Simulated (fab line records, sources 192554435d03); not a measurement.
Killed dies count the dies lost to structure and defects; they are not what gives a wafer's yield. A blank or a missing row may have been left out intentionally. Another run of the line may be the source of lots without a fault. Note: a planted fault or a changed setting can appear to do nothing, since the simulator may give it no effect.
Which tool was responsible? + flow n5Finfet + route of 1938 steps, sampled at 1 step: 12 lots, 36 wafers

== WHAT EACH GAUGE READ, for each wafer ==
N5_MOL_CONTACT_COAG_CD_MEAS_40: target cd 25.1 nm.
| lot  | measured     | on       | cdNm (nm)         |
|------|--------------|----------|-------------------|
| L074 | day 5 21:32  | cdSem-02 | 25.32 25.34 24.91 |
| L078 | day 6 00:56  | cdSem-02 | 24.77 25.04 25.02 |
| L080 | day 6 17:23  | cdSem-03 | 24.83 24.87 24.60 |
| L081 | day 6 20:08  | cdSem-01 | 25.00 25.10 25.32 |
| L083 | day 7 09:36  | cdSem-03 | 24.94 25.22 25.50 |
| L085 | day 7 23:58  | cdSem-02 | 25.42 25.28 24.99 |
| L087 | day 8 09:09  | cdSem-02 | 25.46 25.36 25.23 |
| L089 | day 9 01:45  | cdSem-02 | 25.35 25.44 25.28 |
| L091 | day 9 08:04  | cdSem-01 | 25.54 25.26 25.05 |
| L093 | day 9 23:23  | cdSem-03 | 25.44 25.32 25.38 |
| L095 | day 10 09:40 | cdSem-01 | 25.16 24.78 25.35 |
| L097 | day 10 21:45 | cdSem-03 | 25.27 25.31 24.97 |

== WHICH TOOL RAN EACH LOT (tool, then ch and the chambers of the sampled wafers, then the start) ==
No process step before these readings appears in the record.

== THE ANSWER, worked out from the rows above alone ==
Rule: usual is defined by the lots themselves. The widest of any qualifying gaps counts: lots, ordered by their means at a reading, are off when they make up no more than a third of the lots, leave a main group of 4 or more, and stand apart from it by 3 or more times the standard deviation of that group's means. If all means in a main group match to the digits the tables above print for the reading, that group is not used. Also off: a lot with no number at a reading for which 4 or more lots have one. All remaining lots with rows at the step are treated as sound.
No lot is off at any reading shown: from this, nothing can be told.

== WHAT THE SIMULATOR HAD INSERTED ==
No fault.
